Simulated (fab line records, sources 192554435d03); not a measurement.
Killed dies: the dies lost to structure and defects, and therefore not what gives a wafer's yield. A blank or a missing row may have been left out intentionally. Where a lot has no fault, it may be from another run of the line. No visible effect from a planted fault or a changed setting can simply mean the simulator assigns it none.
fab line records    flow n5_finfet    part 1 of 2: steps 1 to 4 of 6
[record] lots = 22  wafers = 66  last_day = 18
route steps=1938 shown BEOL_M8@1369 BEOL_M9@1404
lots untouched by any fault: they come from a run of this same line in which no faults occurred
start_h: start of the lot's first displayed wafer, in hours after the record's first day    wait_h: hours elapsed since this lot's preceding step    " same as the row above    L1.1+2: a single row standing in for several wafers    - no value, or no start given    * or withheld: withheld    < > ~ a bound
route shown NAME@n: a module of which the file shows steps, and the number in the route of the first    usual: mean/standard deviation taken from wafers without a fault    same: alike in all rows    chamber/n: place in a boat    sites: per-site readings    _std_site: the standard deviation of these    _edge_site: mean of outer sites minus mean of inner sites    radius_mm: how far each site lies from the wafer's centre    mask NAME#n: copy n    behind: the most recent tool/chamber to have shaped the wafer    hold: reason for holding the lot/hours on hold/outcome of the hold    device: the n, p or np transistor that did not switch    end of line: the route-end tests of the same wafers    a step without rows: its recipe alone    killed: dies lost to structure and defects at the first sort, not the wafer's yield    map: dies across one wafer; x = killed, . = not, _ = none there
set.NAME: the setting the step ran with; set.NAME@STEP: the setting that earlier step ran with    model.NAME: the simulator's own value behind a step, which no gauge read
a sample of lots followed through the steps of the route, with each step as a table and each wafer as a row
services: from which hour (start_h, from the record's first day; less than 0 if before it) a tool's chamber was out of use, for how many hours, and why
[[steps]]
[step N5_BEOL_M8_ETCH_72]
[recipe] chemistry = N2/H2  target = underlayer  target_depth_a = 65  mask_material = CAR-EUV  time_s = 5.2  ion_energy_ev = 200  pressure_mtorr = 30  source_w = 840  bias_w = 150  n2_flow_sccm = 200  h2_flow_sccm = 200  ends = cleared
[usual] drypump_motor_current_A = 5.5/0.45  etch_rf_on_time_s = 5.21/0.17  h2_flow_sccm = 199.9/0.59  oes_product_au = 0.69/0.071  rf_vpp_V = 524.7/2.8  showerhead_plenum_p_Torr = 2.56/0.097  throttle_valve_pct = 17.7/0.35
lot.wafer  tool         chamber  start_h  wait_h  drypump_motor_current_A  etch_rf_on_time_s  h2_flow_sccm  oes_product_au  rf_hours_counter_h  rf_vpp_V  showerhead_plenum_p_Torr  throttle_valve_pct
L074.1     rie_diel-01  3        202.48   0.0     5.6                      5.40               200.0         0.65            118                 523.1     2.55                      17.5
L074.5     "            0        "        "       5.8                      5.25               199.3         0.77            -                   524.4     2.59                      17.8
L074.6     "            1        "        "       5.1                      5.31               200.2         0.58            -                   525.5     2.63                      18.5
L075.3     rie_diel-05  0        210.80   0.0     4.7                      5.16               199.9         0.74            51                  526.5     2.59                      17.5
L075.4     "            1        "        "       5.6                      5.17               199.2         0.66            126                 523.1     2.44                      17.8
L075.6     "            0        "        "       4.7                      5.21               200.3         0.73            -                   524.3     2.59                      17.5
L076.1     rie_diel-05  3        219.00   0.0     6.3                      5.07               200.5         0.77            37                  521.6     2.45                      17.1
L076.3     "            0        "        "       4.7                      5.19               199.9         0.73            54                  524.6     2.59                      17.5
L076.5     "            1        "        "       5.6                      5.16               200.3         0.67            -                   522.6     2.44                      17.9
L077.1     rie_diel-01  2        222.66   0.0     5.9                      5.17               200.1         0.79            14                  527.3     2.69                      17.7
L077.4     "            3        "        "       5.6                      5.26               199.4         0.66            126                 523.1     2.54                      17.5
L077.5     "            3        "        "       5.6                      5.26               199.3         0.65            -                   522.9     2.54                      17.5
L078.1     rie_diel-03  3        222.98   0.0     5.4                      5.45               199.8         0.66            101                 527.1     2.65                      17.6
L078.3     "            0        "        "       5.5                      5.38               200.4         0.59            198                 521.5     2.42                      18.4
L078.5     "            3        "        "       5.4                      5.44               199.5         0.67            -                   528.6     2.65                      17.6
L079.2     rie_diel-05  3        241.91   0.0     6.3                      5.23               199.3         0.73            46                  523.9     2.45                      17.2
L079.3     "            1        "        "       5.6                      5.15               198.8         0.67            138                 520.7     2.43                      17.9
L079.6     "            0        "        "       4.7                      5.22               199.8         0.70            -                   523.9     2.58                      17.5
L081.1     rie_diel-01  2        253.68   0.0     5.9                      5.18               199.7         0.78            24                  527.9     2.68                      17.7
L081.3     "            1        "        "       5.0                      5.22               199.9         0.57            249                 524.2     2.62                      18.5
L081.6     "            2        "        "       5.9                      5.18               199.9         0.77            -                   528.9     2.68                      17.7
L083.1     rie_diel-05  3        256.96   0.0     6.3                      5.22               199.2         0.73            51                  520.8     2.45                      17.2
L083.2     "            0        "        "       4.7                      5.31               199.5         0.71            68                  527.0     2.58                      17.5
L083.3     "            1        "        "       5.6                      5.25               199.7         0.65            144                 522.5     2.43                      17.9
L082.1     rie_diel-05  3        276.76   0.0     6.3                      5.18               200.0         0.74            59                  520.4     2.45                      17.2
L082.4     "            1        "        "       5.6                      5.17               199.6         0.65            -                   519.0     2.43                      17.9
L082.5     "            0        "        "       4.7                      5.15               200.1         0.69            -                   525.8     2.58                      17.5
L085.1     rie_diel-03  0        286.24   0.0     5.5                      5.45               199.9         0.58            221                 520.3     2.41                      18.5
L085.3     "            2        "        "       6.0                      5.03               199.1         0.71            77                  528.6     2.66                      17.4
L085.6     "            2        "        "       6.0                      4.96               200.2         0.72            -                   528.1     2.66                      17.4
L086.1     rie_diel-03  1        293.63   0.0     5.0                      5.08               201.1         0.75            38                  527.6     2.71                      17.8
L086.3     "            0        "        "       5.5                      5.45               200.0         0.58            224                 518.6     2.41                      18.5
L086.4     "            2        "        "       6.0                      5.00               199.7         0.72            81                  529.2     2.66                      17.4
L088.3     rie_diel-01  3        293.66   0.0     5.6                      5.37               200.8         0.62            153                 523.9     2.53                      17.6
L088.4     "            1        "        "       5.0                      4.89               200.3         0.83            5                   525.5     2.62                      18.0
L088.5     "            1        "        "       5.0                      4.90               201.1         0.81            -                   525.8     2.62                      18.0
L089.2     rie_diel-01  1        295.76   0.0     5.0                      4.93               199.4         0.82            6                   526.6     2.62                      18.0
L089.3     "            2        "        "       5.9                      5.15               200.7         0.75            43                  528.0     2.68                      17.7
L089.5     "            3        "        "       5.6                      5.33               199.1         0.62            -                   523.1     2.53                      17.6
L087.1     rie_diel-01  1        296.23   0.0     5.0                      4.99               200.0         0.81            6                   524.0     2.62                      18.0
L087.2     "            2        "        "       5.9                      5.21               199.9         0.74            43                  527.0     2.68                      17.7
L087.5     "            3        "        "       5.6                      5.41               200.7         0.62            -                   523.0     2.53                      17.6
L084.2     rie_diel-03  1        296.27   0.0     5.0                      5.00               200.2         0.75            39                  527.3     2.71                      17.8
L084.4     "            3        "        "       5.4                      5.47               200.1         0.64            126                 527.1     2.64                      17.6
L084.5     "            3        "        "       5.4                      5.44               199.9         0.65            -                   527.5     2.64                      17.6
L092.1     rie_diel-05  0        324.96   0.0     4.7                      5.24               200.2         0.69            82                  524.1     2.58                      17.5
L092.2     "            2        "        "       5.7                      4.88               199.9         0.85            4                   521.2     2.47                      17.6
L092.5     "            3        "        "       6.3                      5.21               199.3         0.73            -                   521.1     2.44                      17.2
L091.2     rie_diel-01  2        325.27   0.0     5.9                      5.21               201.0         0.72            55                  530.0     2.67                      17.7
L091.5     "            1        "        "       5.0                      4.97               200.8         0.78            -                   523.4     2.61                      18.0
L091.6     "            0        "        "       5.8                      5.30               200.6         0.71            -                   524.7     2.57                      17.9
L093.3     rie_diel-03  1        331.23   0.0     5.0                      5.04               199.5         0.73            52                  527.2     2.71                      17.9
L093.4     "            0        "        "       5.5                      5.47               199.4         0.56            240                 518.1     2.40                      18.5
L093.6     "            3        "        "       5.4                      5.55               200.4         0.63            -                   526.3     2.63                      17.6
L094.3     rie_diel-03  0        347.03   0.0     5.5                      5.48               201.1         0.57            247                 520.7     2.40                      18.5
L094.4     "            0        "        "       5.5                      5.48               201.1         0.56            -                   519.7     2.40                      18.6
L094.5     "            3        "        "       5.4                      5.46               200.5         0.63            -                   527.8     2.63                      17.7
L095.1     rie_diel-05  2        347.10   0.0     5.7                      4.93               199.1         0.82            11                  520.5     2.47                      17.7
L095.4     "            0        "        "       4.8                      5.22               199.9         0.68            89                  525.2     2.57                      17.5
L095.6     "            0        "        "       4.7                      5.25               199.7         0.68            -                   524.1     2.57                      17.5
L096.2     rie_diel-05  3        351.21   0.0     6.3                      5.20               199.2         0.71            74                  524.5     2.44                      17.2
L096.3     "            0        "        "       4.7                      5.23               200.5         0.69            91                  524.5     2.57                      17.6
L096.4     "            2        "        "       5.8                      4.91               199.1         0.82            13                  521.9     2.47                      17.6
L097.1     rie_diel-03  1        353.49   0.0     5.0                      5.06               199.3         0.72            60                  530.4     2.70                      17.9
L097.3     "            0        "        "       5.5                      5.50               199.1         0.57            250                 519.7     2.40                      18.5
L097.6     "            0        "        "       5.5                      5.54               199.1         0.55            -                   519.7     2.40                      18.5
[step N5_BEOL_M8_THK_MEAS_53]
[recipe] thk_meas_gauge = xrf  reads = Cu_of_BEOL_M8_ECD_50
[usual] M8_THK = 79.5/2.7
lot.wafer  tool           chamber  start_h  wait_h  M8_THK[nm]
L074.1     film_metro-01  -        205.48   -       77.3
L074.5     "              -        "        "       77.1
L074.6     "              -        "        "       76.8
L075.3     film_metro-02  -        213.40   -       79.2
L075.4     "              -        "        "       79.4
L075.6     "              -        "        "       79.8
L076.1     film_metro-01  -        222.71   -       78.5
L076.3     "              -        "        "       76.0
L076.5     "              -        "        "       77.0
L077.1     film_metro-01  -        226.25   0.2     78.7
L077.4     "              -        "        "       77.7
L077.5     "              -        "        "       77.7
L078.1     film_metro-02  -        226.25   -       78.5
L078.3     "              -        "        "       80.3
L078.5     "              -        "        "       79.5
L079.2     film_metro-01  -        244.62   -       76.9
L079.3     "              -        "        "       77.1
L079.6     "              -        "        "       78.9
L081.1     film_metro-01  -        256.13   -       83.5
L081.3     "              -        "        "       79.2
L081.6     "              -        "        "       83.9
L083.1     film_metro-02  -        259.45   -       78.8
L083.2     "              -        "        "       81.0
L083.3     "              -        "        "       80.6
L082.1     film_metro-01  -        280.25   -       79.0
L082.4     "              -        "        "       79.9
L082.5     "              -        "        "       79.8
L085.1     film_metro-01  -        288.69   -       77.6
L085.3     "              -        "        "       84.6
L085.6     "              -        "        "       83.7
L088.3     film_metro-02  -        296.50   -       77.2
L088.4     "              -        "        "       85.7
L088.5     "              -        "        "       84.5
L086.1     film_metro-01  -        296.77   -       78.1
L086.3     "              -        "        "       77.6
L086.4     "              -        "        "       82.1
L089.2     film_metro-01  -        298.81   -       83.6
L089.3     "              -        "        "       80.5
L089.5     "              -        "        "       77.2
L087.1     film_metro-01  -        299.04   -       84.4
L087.2     "              -        "        "       83.4
L087.5     "              -        "        "       78.6
L084.2     film_metro-02  -        299.55   -       82.6
L084.4     "              -        "        "       77.1
L084.5     "              -        "        "       75.9
L092.1     film_metro-01  -        328.29   -       78.0
L092.2     "              -        "        "       84.9
L092.5     "              -        "        "       78.9
L091.2     film_metro-02  -        328.83   -       81.5
L091.5     "              -        "        "       82.8
L091.6     "              -        "        "       77.5
L093.3     film_metro-02  -        334.98   -       82.0
L093.4     "              -        "        "       77.4
L093.6     "              -        "        "       74.3
L094.3     film_metro-02  -        350.76   -       78.7
L094.4     "              -        "        "       79.1
L094.5     "              -        "        "       77.0
L095.1     film_metro-01  -        351.04   -       83.8
L095.4     "              -        "        "       79.8
L095.6     "              -        "        "       77.3
L096.2     film_metro-01  -        354.46   -       79.7
L096.3     "              -        "        "       78.2
L096.4     "              -        "        "       82.9
L097.1     film_metro-01  -        357.51   -       79.1
L097.3     "              -        "        "       76.4
L097.6     "              -        "        "       76.4
[step N5_BEOL_M9_PECVD_70]
[recipe] material = SiO2  target_thk_a = 200  temp_c = 400  precursor = TEOS/O2  pressure_torr = 5.5  rf_w = 450  teos_flow_sccm = 53.8  gas = O2  flow_sccm = 3000  time_s = 22.7
[usual] heater_power_w = 655/68  showerhead_plenum_p_Torr = 8.76/0.046  throttle_valve_pct = 22.6/1.6
[same] time_s = 22.7
lot.wafer  tool      chamber  start_h  wait_h  heater_power_w  showerhead_plenum_p_Torr  throttle_valve_pct
L074.1     pecvd-01  0        206.33   0.0     745             8.71                      21.0
L074.5     "         0        "        "       729             8.72                      21.2
L074.6     "         1        "        "       557             8.83                      23.9
L075.3     pecvd-04  1        214.24   0.1     501             8.81                      22.5
L075.4     "         0        "        "       671             8.70                      24.5
L075.6     "         0        "        "       690             8.68                      24.3
L076.1     pecvd-04  0        223.56   0.0     673             8.72                      24.3
L076.3     "         1        "        "       606             8.79                      22.7
L076.5     "         1        "        "       595             8.79                      22.6
L077.1     pecvd-04  0        227.10   0.0     672             8.70                      24.2
L077.4     "         0        "        "       651             8.70                      24.3
L077.5     "         0        "        "       665             8.71                      24.4
L078.1     pecvd-04  1        227.58   0.0     595             8.77                      22.6
L078.3     "         0        "        "       621             8.71                      24.3
L078.5     "         0        "        "       606             8.68                      24.5
L079.2     pecvd-04  0        245.44   0.0     544             8.69                      24.4
L079.3     "         2        "        "       606             8.77                      19.9
L079.6     "         2        "        "       596             8.78                      19.7
L081.1     pecvd-04  0        257.44   0.0     580             8.69                      24.6
L081.3     "         1        "        "       551             8.81                      22.6
L081.6     "         1        "        "       558             8.78                      22.4
L083.1     pecvd-04  1        260.28   0.0     618             8.78                      22.8
L083.2     "         0        "        "       680             8.70                      24.8
L083.3     "         2        "        "       589             8.78                      19.8
L082.1     pecvd-02  0        281.08   0.0     738             8.76                      23.7
L082.4     "         0        "        "       771             8.75                      23.9
L082.5     "         2        "        "       707             8.79                      21.5
L085.1     pecvd-01  2        289.99   0.0     704             8.81                      20.0
L085.3     "         1        "        "       548             8.82                      23.8
L085.6     "         2        "        "       728             8.82                      20.0
L088.3     pecvd-02  1        297.32   0.0     775             8.73                      23.7
L088.4     "         0        "        "       807             8.75                      23.6
L088.5     "         2        "        "       595             8.79                      21.3
L086.1     pecvd-01  0        297.67   0.0     625             8.72                      21.4
L086.3     "         2        "        "       688             8.81                      20.1
L086.4     "         2        "        "       694             8.82                      20.0
L087.1     pecvd-04  0        299.96   0.0     675             8.67                      24.9
L087.2     "         2        "        "       638             8.76                      19.6
L087.5     "         0        "        "       656             8.71                      24.5
L089.2     pecvd-01  2        300.11   0.0     690             8.83                      20.1
L089.3     "         1        "        "       584             8.85                      23.8
L089.5     "         0        "        "       732             8.72                      21.3
L084.2     pecvd-02  2        300.37   0.0     636             8.79                      21.2
L084.4     "         2        "        "       657             8.80                      21.3
L084.5     "         0        "        "       788             8.75                      23.9
L092.1     pecvd-02  2        329.11   0.0     660             8.80                      21.5
L092.2     "         0        "        "       784             8.74                      23.7
L092.5     "         0        "        "       780             8.75                      23.4
L091.2     pecvd-04  1        329.65   0.0     588             8.79                      22.8
L091.5     "         1        "        "       597             8.79                      22.6
L091.6     "         0        "        "       656             8.70                      24.9
L093.3     pecvd-01  2        335.81   0.0     734             8.85                      20.1
L093.4     "         0        "        "       663             8.73                      21.1
L093.6     "         1        "        "       597             8.82                      24.1
L094.3     pecvd-02  2        352.03   0.0     585             8.77                      21.5
L094.4     "         2        "        "       594             8.78                      21.4
L094.5     "         1        "        "       618             8.73                      24.0
L095.1     pecvd-01  2        352.04   0.0     631             8.84                      20.0
L095.4     "         2        "        "       647             8.80                      20.3
L095.6     "         0        "        "       648             8.73                      21.3
L096.2     pecvd-01  0        355.77   0.0     730             8.74                      21.4
L096.3     "         1        "        "       590             8.81                      24.0
L096.4     "         0        "        "       718             8.72                      21.3
L097.1     pecvd-02  1        358.33   0.0     710             8.71                      23.9
L097.3     "         2        "        "       639             8.78                      21.4
L097.6     "         0        "        "       726             8.77                      23.9
[step N5_BEOL_M9_ETCH_76]
[recipe] chemistry = N2/H2  target = underlayer  target_depth_a = 65  mask_material = CAR-EUV  time_s = 5.2  ion_energy_ev = 200  pressure_mtorr = 30  source_w = 840  bias_w = 150  n2_flow_sccm = 200  h2_flow_sccm = 200  ends = cleared
[usual] drypump_motor_current_A = 5.5/0.37  etch_rf_on_time_s = 5.20/0.13  h2_flow_sccm = 200.0/0.55  oes_product_au = 0.69/0.072  rf_vpp_V = 524.0/2.9  showerhead_plenum_p_Torr = 2.55/0.099  throttle_valve_pct = 17.92/0.25
lot.wafer  tool         chamber  start_h  wait_h  drypump_motor_current_A  etch_rf_on_time_s  h2_flow_sccm  oes_product_au  rf_hours_counter_h  rf_vpp_V  showerhead_plenum_p_Torr  throttle_valve_pct
L074.1     rie_diel-04  2        210.56   0.0     5.7                      5.27               200.3         0.61            174                 519.6     2.42                      17.73
L074.5     "            0        "        "       5.7                      5.25               201.2         0.72            -                   522.1     2.48                      17.83
L074.6     "            1        "        "       5.0                      5.47               199.9         0.57            -                   523.8     2.50                      18.08
L075.3     rie_diel-02  0        219.11   0.0     4.7                      5.42               199.8         0.57            246                 523.8     2.52                      18.38
L075.4     "            3        "        "       5.7                      5.13               201.0         0.76            51                  528.9     2.70                      18.27
L075.6     "            3        "        "       5.7                      5.20               200.4         0.76            -                   525.2     2.70                      18.27
L076.1     rie_diel-06  0        227.35   0.0     5.6                      5.22               200.3         0.62            169                 527.0     2.66                      18.09
L076.3     "            3        "        "       5.2                      5.31               198.9         0.72            52                  529.8     2.72                      17.73
L076.5     "            3        "        "       5.2                      5.33               200.5         0.71            -                   526.5     2.71                      17.74
L077.1     rie_diel-06  1        229.87   0.0     5.4                      5.07               200.4         0.71            77                  523.0     2.46                      18.03
L077.4     "            3        "        "       5.2                      5.28               199.9         0.73            53                  526.1     2.71                      17.72
L077.5     "            2        "        "       6.1                      5.21               199.6         0.64            -                   524.6     2.55                      17.95
L078.1     rie_diel-02  0        230.03   0.0     4.8                      5.41               199.9         0.57            249                 520.5     2.52                      18.38
L078.3     "            2        "        "       5.8                      5.02               200.0         0.80            26                  521.1     2.48                      17.42
L078.5     "            3        "        "       5.7                      5.10               200.6         0.73            -                   529.1     2.70                      18.27
L079.2     rie_diel-02  3        250.74   0.0     5.7                      5.15               199.0         0.74            62                  527.5     2.70                      18.29
L079.3     "            2        "        "       5.8                      5.11               199.5         0.77            34                  522.4     2.47                      17.43
L079.6     "            3        "        "       5.7                      5.17               198.2         0.73            -                   528.8     2.70                      18.29
L081.1     rie_diel-04  3        263.12   0.0     5.4                      5.22               200.3         0.60            223                 523.6     2.63                      18.00
L081.3     "            0        "        "       5.7                      5.35               200.0         0.70            75                  522.3     2.47                      17.80
L081.6     "            0        "        "       5.6                      5.30               199.7         0.70            -                   521.5     2.47                      17.80
L083.1     rie_diel-04  2        266.23   0.0     5.7                      5.32               199.4         0.60            192                 519.0     2.41                      17.79
L083.2     "            1        "        "       5.0                      5.26               199.2         0.83            1                   520.5     2.50                      17.64
L083.3     "            3        "        "       5.4                      5.26               200.2         0.60            224                 528.0     2.63                      17.99
L082.1     rie_diel-06  3        283.72   0.0     5.2                      5.18               199.5         0.71            64                  527.7     2.71                      17.76
L082.4     "            2        "        "       6.1                      5.07               200.1         0.64            159                 524.5     2.54                      17.98
L082.5     "            2        "        "       6.1                      5.08               200.7         0.65            -                   525.3     2.55                      17.97
L085.1     rie_diel-06  2        293.77   0.0     6.1                      5.14               199.6         0.63            163                 523.8     2.54                      17.99
L085.3     "            1        "        "       5.4                      5.03               200.5         0.70            95                  523.4     2.46                      18.07
L085.6     "            3        "        "       5.2                      5.23               200.3         0.71            -                   526.9     2.71                      17.75
L088.3     rie_diel-06  0        299.94   0.0     5.6                      5.04               200.0         0.61            189                 527.1     2.65                      18.12
L088.4     "            3        "        "       5.2                      5.22               199.7         0.71            -                   528.7     2.71                      17.75
L088.5     "            0        "        "       5.5                      5.08               200.0         0.62            -                   525.2     2.65                      18.12
L086.1     rie_diel-02  0        300.11   0.0     4.8                      5.04               200.4         0.81            14                  521.2     2.51                      17.94
L086.3     "            2        "        "       5.8                      5.04               199.4         0.75            49                  522.4     2.47                      17.47
L086.4     "            3        "        "       5.7                      5.18               199.9         0.70            78                  528.3     2.69                      18.29
L087.1     rie_diel-04  0        302.09   0.0     5.6                      5.34               200.6         0.69            86                  520.7     2.47                      17.85
L087.2     "            3        "        "       5.4                      5.17               200.0         0.59            233                 527.5     2.62                      18.01
L087.5     "            1        "        "       5.0                      5.42               201.2         0.77            -                   523.4     2.49                      17.63
L089.2     rie_diel-02  3        302.28   0.0     5.7                      5.13               199.3         0.72            79                  527.8     2.69                      18.32
L089.3     "            0        "        "       4.8                      5.03               200.3         0.80            15                  524.3     2.51                      17.92
L089.5     "            0        "        "       4.7                      5.06               200.5         0.81            -                   521.0     2.51                      17.96
L084.2     rie_diel-06  3        302.81   0.0     5.2                      5.20               200.1         0.70            71                  529.3     2.71                      17.74
L084.4     "            3        "        "       5.2                      5.21               199.9         0.70            -                   526.9     2.71                      17.76
L084.5     "            0        "        "       5.6                      5.04               199.9         0.62            -                   529.0     2.65                      18.12
L092.1     rie_diel-04  1        331.49   0.0     5.0                      5.43               200.3         0.76            18                  521.8     2.49                      17.67
L092.2     "            3        "        "       5.4                      5.17               200.3         0.58            241                 525.9     2.62                      18.03
L092.5     "            3        "        "       5.4                      5.19               199.8         0.59            -                   526.4     2.62                      18.04
L091.2     rie_diel-04  0        333.98   0.0     5.7                      5.44               199.4         0.68            95                  522.5     2.46                      17.87
L091.5     "            0        "        "       5.6                      5.51               200.1         0.67            -                   521.6     2.46                      17.85
L091.6     "            3        "        "       5.4                      5.31               200.3         0.58            -                   526.1     2.62                      18.04
L093.3     rie_diel-02  3        343.22   0.0     5.7                      5.24               199.9         0.69            91                  528.1     2.69                      18.32
L093.4     "            2        "        "       5.8                      5.06               199.9         0.74            -                   524.0     2.46                      17.47
L093.6     "            3        "        "       5.7                      5.16               201.7         0.70            -                   527.6     2.69                      18.31
L094.3     rie_diel-02  3        354.36   0.0     5.7                      5.23               199.7         0.70            96                  527.6     2.68                      18.34
L094.4     "            0        "        "       4.8                      5.09               200.2         0.77            -                   520.5     2.50                      17.96
L094.5     "            3        "        "       5.7                      5.23               198.8         0.70            -                   526.6     2.68                      18.35
L095.1     rie_diel-02  0        354.78   0.0     4.8                      5.11               199.6         0.77            32                  524.4     2.50                      17.98
L095.4     "            3        "        "       5.7                      5.23               200.5         0.69            -                   526.4     2.68                      18.35
L095.6     "            0        "        "       4.8                      5.07               199.3         0.77            -                   522.4     2.50                      18.02
L096.2     rie_diel-02  1        362.71   0.0     6.0                      5.10               199.8         0.83            1                   521.8     2.48                      17.61
L096.3     "            0        "        "       4.8                      5.10               199.5         0.77            34                  523.8     2.50                      18.00
L096.4     "            2        "        "       5.8                      5.16               199.3         0.73            69                  521.6     2.46                      17.51
L097.1     rie_diel-02  0        366.18   0.0     4.8                      5.02               200.4         0.76            35                  522.7     2.50                      18.00
L097.3     "            3        "        "       5.7                      5.19               200.5         0.69            99                  527.8     2.68                      18.35
L097.6     "            3        "        "       5.7                      5.24               199.8         0.70            -                   528.3     2.68                      18.35
